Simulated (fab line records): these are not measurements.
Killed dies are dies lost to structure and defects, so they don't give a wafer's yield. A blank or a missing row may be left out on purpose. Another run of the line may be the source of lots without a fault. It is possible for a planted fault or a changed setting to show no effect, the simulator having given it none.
fab line records	flow n5-finfet	part 1 of 2: steps 1 to 4 of 6
[record] lots = 24	wafers = 72	last-day = 17
route steps=1938 shown ZERO_LAYER@4 WELL_APT@50 PMOS_HMC_CHANNEL_EPI@68 FIN_SAQP@111
lots that met no fault: taken from a fault-free run of the same line
start-h: hours from the record's opening day to when the first of the lot's shown wafers began	wait-h: how many hours have passed since the lot's step before this one	" as in the row above	L1.1+2: a single row standing in for several wafers	- either no value or no given start	* or withheld: withheld	< > ~ a bound
route shown NAME@n: a module of which the file shows steps, and the number in the route of the first	usual: the fault-free wafers' mean and standard deviation	same: alike in all rows	chamber/n: place in a boat	sites: each site's reading	_std_site: their standard deviation	_edge_site: inner sites' mean taken away from outer sites' mean	radius-mm: how far each site lies from the wafer's centre	mask NAME#n: copy n	behind: the last tool/chamber to shape the wafer	hold: the reason the lot was held/the length of the hold in hours/how it ended	device: the transistor (n, p or np) that didn't switch	end of line: the route-end tests of the same wafers	a step without rows: its recipe alone	killed: not the wafer's yield, but the dies lost to structure and defects at the first sort	map: a wafer's dies, x killed, . not, _ none there
set.NAME: the setting the step ran with; set.NAME@STEP: the setting that earlier step ran with	model.NAME: the simulator's own value behind a step, which no gauge read
steps of the route over a sample of lots; a table a step, a row a wafer
services: a tool's chamber out of use, with start hour (start-h, from the record's first day; less than 0 if before it), hours out, and reason
[[steps]]
[step N5_ZERO_LAYER_PECVD_02]
[recipe] material = SiO2	target-thk-a = 100	temp-c = 400	precursor = SiH4/N2O	pressure-torr = 0.75	rf-w = 275	time-s = 6
[usual] heater-power-w = 829/89	showerhead-plenum-p-Torr = 8.19/0.15
lot.wafer	tool	chamber	start-h	wait-h	heater-power-w	showerhead-plenum-p-Torr
L074.1	pecvd-03	1	12.28	0.0	796	8.20
L074.3	"	0	"	"	794	7.95
L074.6	"	0	"	"	806	7.98
L075.1	pecvd-03	2	18.28	0.0	859	8.36
L075.4	"	0	"	"	757	7.96
L075.5	"	1	"	"	783	8.18
L076.2	pecvd-02	0	24.31	0.0	863	8.30
L076.3	"	2	"	"	920	8.28
L076.6	"	2	"	"	900	8.29
L077.3	pecvd-03	2	30.30	0.0	753	8.38
L077.4	"	1	"	"	773	8.20
L077.6	"	0	"	"	643	7.97
L078.1	pecvd-02	2	36.30	0.0	856	8.30
L078.3	"	0	"	"	920	8.29
L078.5	"	2	"	"	886	8.27
L079.1	pecvd-02	1	42.28	0.0	844	8.07
L079.5	"	1	"	"	823	8.04
L079.6	"	2	"	"	922	8.31
L080.1	pecvd-02	0	48.30	0.0	766	8.28
L080.4	"	1	"	"	764	8.04
L080.6	"	2	"	"	976	8.29
L081.4	pecvd-03	1	54.32	0.1	797	8.21
L081.5	"	0	"	"	776	7.97
L081.6	"	2	"	"	787	8.37
L082.2	pecvd-03	2	60.28	0.0	875	8.39
L082.3	"	0	"	"	740	7.97
L082.6	"	0	"	"	743	7.97
L083.1	pecvd-03	1	66.30	0.0	738	8.20
L083.2	"	0	"	"	655	7.99
L083.4	"	0	"	"	664	7.98
L084.1	pecvd-03	2	72.30	0.0	760	8.38
L084.2	"	0	"	"	722	8.00
L084.3	"	1	"	"	758	8.20
L085.2	pecvd-02	1	78.28	0.0	864	8.08
L085.3	"	2	"	"	929	8.28
L085.4	"	1	"	"	862	8.03
L086.2	pecvd-02	1	84.30	0.0	836	8.04
L086.3	"	2	"	"	917	8.27
L086.5	"	1	"	"	852	8.03
L087.2	pecvd-03	2	90.30	0.0	898	8.37
L087.3	"	1	"	"	683	8.22
L087.6	"	1	"	"	696	8.19
L088.1	pecvd-03	1	96.29	0.0	799	8.20
L088.3	"	0	"	"	770	7.99
L088.4	"	1	"	"	787	8.22
L089.3	pecvd-04	2	102.28	0.0	888	8.18
L089.5	"	2	"	"	880	8.20
L089.6	"	1	"	"	758	7.99
L090.2	pecvd-02	2	108.29	0.0	899	8.29
L090.5	"	0	"	"	915	8.31
L090.6	"	2	"	"	900	8.29
L091.2	pecvd-03	2	114.28	0.0	787	8.36
L091.5	"	1	"	"	827	8.19
L091.6	"	0	"	"	734	7.99
L092.1	pecvd-04	1	120.28	0.0	795	7.98
L092.4	"	2	"	"	892	8.20
L092.6	"	1	"	"	795	7.99
L093.3	pecvd-03	1	126.28	0.0	760	8.21
L093.4	"	2	"	"	831	8.36
L093.6	"	0	"	"	762	7.98
L094.1	pecvd-02	1	132.30	0.0	855	8.05
L094.2	"	0	"	"	858	8.30
L094.6	"	2	"	"	962	8.30
L095.1	pecvd-03	1	138.28	0.0	722	8.21
L095.2	"	2	"	"	863	8.36
L095.4	"	1	"	"	720	8.18
L096.2	pecvd-02	0	144.28	0.0	875	8.30
L096.4	"	2	"	"	932	8.27
L096.5	"	1	"	"	818	8.04
L097.1	pecvd-04	1	150.28	0.0	742	8.01
L097.2	"	0	"	"	1095	8.24
L097.5	"	1	"	"	727	8.00
[step N5_WELL_APT_RTA_34]
[recipe] temp-c = 1000	time-s = 10	ambient = N2	idle-temp-c = 600	ramp-up-c-per-s = 150	ramp-down-c-per-s = 60	cool-to-c = 600
[usual] lamp-power-pct = 13.00/0.05	lamp_zone_6_pct = 12.920/0.024	wafer_temp_C_max = 1003.5/1
lot.wafer	tool	chamber	start-h	wait-h	lamp-power-pct	lamp_zone_6_pct	wafer_temp_C_max
L074.1	rtp-anneal-02	0	16.47	0.0	12.98	12.920	1001.7
L074.3	"	0	"	"	13.01	12.950	1003.8
L074.6	"	0	"	"	13.00	12.945	1003.1
L075.1	rtp-anneal-02	0	21.80	0.0	12.99	12.944	1004.3
L075.4	"	0	"	"	13.07	12.901	1003.1
L075.5	"	0	"	"	13.02	12.906	1002.1
L076.2	rtp-anneal-01	0	28.76	0.2	13.03	12.884	1001.5
L076.3	"	0	"	"	12.99	12.958	1001.8
L076.6	"	0	"	"	13.01	12.867	1005.5
L077.3	rtp-anneal-02	0	34.48	0.2	13.00	12.904	1003.2
L077.4	"	0	"	"	13.00	12.897	1001.6
L077.6	"	0	"	"	13.04	12.931	1003.7
L078.1	rtp-anneal-02	0	39.82	0.0	13.01	12.947	1003.1
L078.3	"	0	"	"	13.10	12.891	1002.6
L078.5	"	0	"	"	12.97	12.902	1003.7
L079.1	rtp-anneal-02	0	45.87	0.1	12.97	12.896	1003.0
L079.5	"	0	"	"	13.03	12.927	1005.4
L079.6	"	0	"	"	13.09	12.945	1003.8
L080.1	rtp-anneal-02	0	51.91	0.1	12.89	12.920	1004.9
L080.4	"	0	"	"	12.92	12.940	1003.2
L080.6	"	0	"	"	12.93	12.916	1003.8
L081.4	rtp-anneal-02	0	57.90	0.1	13.03	12.889	1003.8
L081.5	"	0	"	"	12.92	12.946	1004.5
L081.6	"	0	"	"	13.08	12.864	1003.5
L082.2	rtp-anneal-01	0	63.99	0.4	13.03	12.914	1002.4
L082.3	"	0	"	"	12.95	12.932	1004.1
L082.6	"	0	"	"	12.95	12.863	1003.6
L083.1	rtp-anneal-01	0	70.07	0.0	12.90	12.935	1005.8
L083.2	"	0	"	"	13.04	12.948	1003.4
L083.4	"	0	"	"	13.01	12.922	1004.3
L084.1	rtp-anneal-02	0	76.04	0.2	13.00	12.904	1004.7
L084.2	"	0	"	"	12.95	12.920	1003.5
L084.3	"	0	"	"	12.99	12.922	1002.4
L085.2	rtp-anneal-02	0	82.23	0.1	13.01	12.941	1002.9
L085.3	"	0	"	"	12.98	12.929	1003.3
L085.4	"	0	"	"	12.97	12.966	1002.7
L086.2	rtp-anneal-02	0	87.73	0.1	13.11	12.933	1004.5
L086.3	"	0	"	"	13.03	12.933	1004.5
L086.5	"	0	"	"	12.95	12.899	1002.8
L087.2	rtp-anneal-01	0	93.69	0.1	13.07	12.964	1003.9
L087.3	"	0	"	"	12.99	12.954	1003.0
L087.6	"	0	"	"	13.05	12.901	1003.3
L088.1	rtp-anneal-01	0	99.86	0.0	12.96	12.924	1004.9
L088.3	"	0	"	"	12.88	12.921	1001.8
L088.4	"	0	"	"	13.05	12.953	1004.5
L089.3	rtp-anneal-02	0	106.13	0.1	13.02	12.901	1002.4
L089.5	"	0	"	"	12.96	12.921	1005.1
L089.6	"	0	"	"	12.99	12.906	1004.9
L090.2	rtp-anneal-01	0	112.43	0.2	12.97	12.887	1003.9
L090.5	"	0	"	"	12.98	12.881	1002.8
L090.6	"	0	"	"	12.92	12.950	1005.4
L091.2	rtp-anneal-02	0	117.94	0.2	13.01	12.921	1002.3
L091.5	"	0	"	"	12.93	12.973	1002.9
L091.6	"	0	"	"	12.99	12.921	1003.7
L092.1	rtp-anneal-01	0	123.92	0.0	13.01	12.967	1004.3
L092.4	"	0	"	"	13.09	12.943	1004.8
L092.6	"	0	"	"	13.01	12.914	1004.6
L093.3	rtp-anneal-01	0	130.14	0.1	13.01	12.865	1003.8
L093.4	"	0	"	"	13.04	12.929	1004.1
L093.6	"	0	"	"	13.00	12.922	1002.7
L094.1	rtp-anneal-02	0	135.97	0.0	12.98	12.939	1002.9
L094.2	"	0	"	"	12.94	12.898	1003.0
L094.6	"	0	"	"	13.00	12.925	1004.6
L095.1	rtp-anneal-02	0	141.89	0.0	13.03	12.927	1003.2
L095.2	"	0	"	"	13.03	12.889	1003.4
L095.4	"	0	"	"	13.03	12.933	1004.1
L096.2	rtp-anneal-01	0	147.98	0.0	12.93	12.905	1002.0
L096.4	"	0	"	"	12.95	12.848	1003.6
L096.5	"	0	"	"	12.97	12.943	1003.7
L097.1	rtp-anneal-01	0	154.85	0.0	13.04	12.920	1003.5
L097.2	"	0	"	"	12.99	12.912	1002.3
L097.5	"	0	"	"	12.98	12.952	1004.1
[step N5_PMOS_HMC_CHANNEL_EPI_DESCUM_14]
[recipe] chemistry = O2	time-s = 7.9	source-power-w = 50	bias-power-w = 20	pressure-mtorr = 20	rf-frequency-hz = 2.712e+07	temp-c = 40	resist = CAR-ArF-block	o2-flow-sccm = 225
[usual] drypump-motor-current-A = 5.7/0.39	oes-product-au = 0.80/0.079	rf-vpp-V = 243.5/1.2	showerhead-plenum-p-Torr = 2.11/0.044	throttle-valve-pct = 20.4/0.31
lot.wafer	tool	chamber	start-h	wait-h	drypump-motor-current-A	oes-product-au	rf-hours-counter-h	rf-vpp-V	showerhead-plenum-p-Torr	throttle-valve-pct
L074.1	rie-diel-03	3	17.88	0.0	6.2	0.67	241	244.6	2.16	20.6
L074.3	"	0	"	"	6.2	0.84	75	241.4	2.03	20.1
L074.6	"	0	"	"	6.2	0.85	-	241.2	2.03	20.1
L075.1	rie-diel-01	1	23.21	0.0	5.7	0.91	34	243.9	2.14	20.3
L075.4	"	0	"	"	5.6	0.81	94	243.7	2.12	20.4
L075.5	"	3	"	"	5.1	0.71	-	243.2	2.15	20.4
L076.2	rie-diel-03	0	30.35	0.0	6.2	0.84	79	241.4	2.03	20.1
L076.3	"	2	"	"	5.5	0.79	97	245.5	2.11	20.3
L076.6	"	1	"	"	6.2	0.79	-	243.7	2.20	20.3
L077.3	rie-diel-03	2	35.93	0.0	5.4	0.79	99	244.0	2.11	20.3
L077.4	"	1	"	"	6.1	0.78	110	244.7	2.20	20.3
L077.6	"	1	"	"	6.2	0.78	-	243.9	2.20	20.3
L078.1	rie-diel-01	2	41.43	0.0	5.7	0.91	16	242.6	2.06	20.0
L078.3	"	0	"	"	5.6	0.81	100	243.4	2.12	20.4
L078.5	"	1	"	"	5.7	0.90	-	244.4	2.14	20.3
L079.1	rie-diel-05	1	47.28	0.0	6.2	0.84	52	244.1	2.13	20.7
L079.5	"	1	"	"	6.2	0.85	-	244.1	2.13	20.7
L079.6	"	0	"	"	5.7	0.72	-	242.2	2.09	20.8
L080.1	rie-diel-03	2	53.31	0.0	5.5	0.77	105	244.2	2.10	20.3
L080.4	"	0	"	"	6.2	0.82	-	241.3	2.03	20.1
L080.6	"	1	"	"	6.2	0.78	-	243.6	2.20	20.3
L081.4	rie-diel-05	1	59.44	0.0	6.2	0.85	56	243.1	2.13	20.7
L081.5	"	1	"	"	6.2	0.85	-	243.5	2.13	20.7
L081.6	"	2	"	"	5.0	1.00	-	245.4	2.15	19.8
L082.2	rie-diel-05	3	65.68	0.0	5.4	0.77	134	244.1	2.10	20.9
L082.3	"	2	"	"	5.0	0.96	3	244.0	2.15	19.8
L082.6	"	1	"	"	6.2	0.84	-	244.2	2.13	20.7
L083.1	rie-diel-03	0	71.55	0.0	6.1	0.82	93	242.3	2.03	20.1
L083.2	"	1	"	"	6.1	0.77	122	243.9	2.20	20.4
L083.4	"	3	"	"	6.3	0.99	2	243.2	2.15	20.2
L084.1	rie-diel-05	0	77.32	0.0	5.7	0.73	201	242.7	2.09	20.8
L084.2	"	2	"	"	5.0	0.96	6	243.5	2.15	19.8
L084.3	"	1	"	"	6.2	0.85	62	244.5	2.13	20.7
L085.2	rie-diel-05	0	83.83	0.0	5.7	0.71	204	243.2	2.08	20.8
L085.3	"	1	"	"	6.2	0.83	64	242.8	2.13	20.7
L085.4	"	2	"	"	5.0	0.94	8	245.2	2.15	19.8
L086.2	rie-diel-03	1	89.20	0.1	6.1	0.76	127	245.3	2.20	20.4
L086.3	"	0	"	"	6.2	0.81	98	241.8	2.02	20.1
L086.5	"	3	"	"	6.2	0.96	-	244.5	2.15	20.3
L087.2	rie-diel-01	1	94.95	0.0	5.8	0.88	52	244.0	2.13	20.4
L087.3	"	2	"	"	5.7	0.90	30	242.8	2.05	20.1
L087.6	"	0	"	"	5.6	0.80	-	242.6	2.11	20.4
L088.1	rie-diel-01	3	101.30	0.0	5.1	0.70	226	242.8	2.15	20.4
L088.3	"	0	"	"	5.6	0.79	114	242.8	2.11	20.4
L088.4	"	2	"	"	5.7	0.89	31	240.8	2.05	20.1
L089.3	rie-diel-05	3	107.52	0.0	5.4	0.77	147	243.6	2.09	20.9
L089.5	"	3	"	"	5.4	0.77	-	244.6	2.09	20.9
L089.6	"	1	"	"	6.3	0.83	-	245.3	2.12	20.7
L090.2	rie-diel-03	1	113.81	0.0	6.1	0.76	133	245.8	2.19	20.4
L090.5	"	2	"	"	5.4	0.76	-	243.4	2.10	20.3
L090.6	"	1	"	"	6.1	0.76	-	245.3	2.19	20.4
L091.2	rie-diel-01	1	119.33	0.0	5.8	0.87	59	243.4	2.13	20.4
L091.5	"	0	"	"	5.6	0.78	-	244.9	2.11	20.4
L091.6	"	3	"	"	5.2	0.69	-	242.6	2.14	20.4
L092.1	rie-diel-01	3	125.20	0.0	5.1	0.70	233	244.2	2.14	20.4
L092.4	"	3	"	"	5.1	0.69	-	243.9	2.14	20.4
L092.6	"	1	"	"	5.8	0.87	-	243.0	2.13	20.4
L093.3	rie-diel-05	3	131.50	0.0	5.4	0.75	157	243.3	2.09	20.9
L093.4	"	0	"	"	5.7	0.71	-	243.0	2.08	20.8
L093.6	"	1	"	"	6.2	0.82	-	244.8	2.12	20.7
L094.1	rie-diel-05	0	137.89	0.3	5.7	0.71	216	242.4	2.08	20.8
L094.2	"	1	"	"	6.2	0.81	84	243.6	2.12	20.7
L094.6	"	3	"	"	5.4	0.75	-	245.9	2.09	20.9
L095.1	rie-diel-01	0	143.50	0.0	5.6	0.78	125	243.8	2.11	20.4
L095.2	"	3	"	"	5.1	0.68	239	243.9	2.14	20.4
L095.4	"	1	"	"	5.7	0.86	66	245.2	2.13	20.4
L096.2	rie-diel-05	2	150.30	0.0	5.0	0.92	16	243.3	2.15	19.8
L096.4	"	3	"	"	5.4	0.75	164	242.1	2.09	20.9
L096.5	"	3	"	"	5.4	0.75	-	242.2	2.09	20.9
L097.1	rie-diel-01	3	156.79	0.4	5.1	0.68	243	244.9	2.14	20.4
L097.2	"	2	"	"	5.7	0.86	48	241.1	2.05	20.1
L097.5	"	1	"	"	5.7	0.85	-	244.6	2.13	20.4
[step N5_FIN_SAQP_CD_MEAS_16]
[recipe] target-cd-nm = 35.6	landing-energy-ev = 500	detector = se-inlens
[usual] cd-nm = 35.54/0.26
lot.wafer	tool	chamber	start-h	wait-h	cd-nm
L074.1	cd-sem-01	0	22.06	-	35.63
L074.3	"	0	"	"	35.83
L074.6	"	0	"	"	35.89
L075.1	cd-sem-01	0	27.19	-	35.27
L075.4	"	0	"	"	35.15
L075.5	"	0	"	"	35.43
L076.2	cd-sem-02	0	34.94	-	35.62
L076.3	"	0	"	"	35.26
L076.6	"	0	"	"	35.21
L077.3	cd-sem-01	0	42.16	-	35.31
L077.4	"	0	"	"	35.47
L077.6	"	0	"	"	35.11
L078.1	cd-sem-03	0	45.66	-	35.52
L078.3	"	0	"	"	35.63
L078.5	"	0	"	"	35.36
L079.1	cd-sem-03	0	51.87	-	35.19
L079.5	"	0	"	"	35.25
L079.6	"	0	"	"	35.31
L080.1	cd-sem-01	0	57.96	-	35.45
L080.4	"	0	"	"	35.61
L080.6	"	0	"	"	35.71
L081.4	cd-sem-03	0	64.91	-	35.71
L081.5	"	0	"	"	35.24
L081.6	"	0	"	"	35.85
L082.2	cd-sem-03	0	70.46	-	35.23
L082.3	"	0	"	"	35.30
L082.6	"	0	"	"	35.76
L083.1	cd-sem-03	0	75.85	-	35.55
L083.2	"	0	"	"	35.54
L083.4	"	0	"	"	35.70
L084.1	cd-sem-03	0	81.90	-	35.33
L084.2	"	0	"	"	35.49
L084.3	"	0	"	"	35.47
L085.2	cd-sem-03	0	88.47	-	35.30
L085.3	"	0	"	"	35.76
L085.4	"	0	"	"	35.72
L086.2	cd-sem-01	0	93.41	-	35.71
L086.3	"	0	"	"	36.13
L086.5	"	0	"	"	35.95
L087.2	cd-sem-01	0	99.70	-	35.62
L087.3	"	0	"	"	35.61
L087.6	"	0	"	"	35.67
L088.1	cd-sem-03	0	105.96	-	36.14
L088.3	"	0	"	"	35.58
L088.4	"	0	"	"	35.46
L089.3	cd-sem-02	0	111.63	-	35.20
L089.5	"	0	"	"	35.23
L089.6	"	0	"	"	35.23
L090.2	cd-sem-02	0	117.95	-	35.66
L090.5	"	0	"	"	35.83
L090.6	"	0	"	"	35.76
L091.2	cd-sem-02	0	123.33	-	35.70
L091.5	"	0	"	"	35.57
L091.6	"	0	"	"	35.40
L092.1	cd-sem-02	0	129.15	-	35.81
L092.4	"	0	"	"	35.28
L092.6	"	0	"	"	35.75
L093.3	cd-sem-02	0	135.94	-	35.30
L093.4	"	0	"	"	35.89
L093.6	"	0	"	"	35.43
L094.1	cd-sem-03	0	142.23	-	35.80
L094.2	"	0	"	"	35.76
L094.6	"	0	"	"	35.53
L095.1	cd-sem-02	0	148.08	-	35.48
L095.2	"	0	"	"	35.42
L095.4	"	0	"	"	35.85
L096.2	cd-sem-02	0	156.97	-	35.79
L096.4	"	0	"	"	35.25
L096.5	"	0	"	"	35.70
L097.1	cd-sem-02	0	160.96	-	35.19
L097.2	"	0	"	"	34.90
L097.5	"	0	"	"	34.78
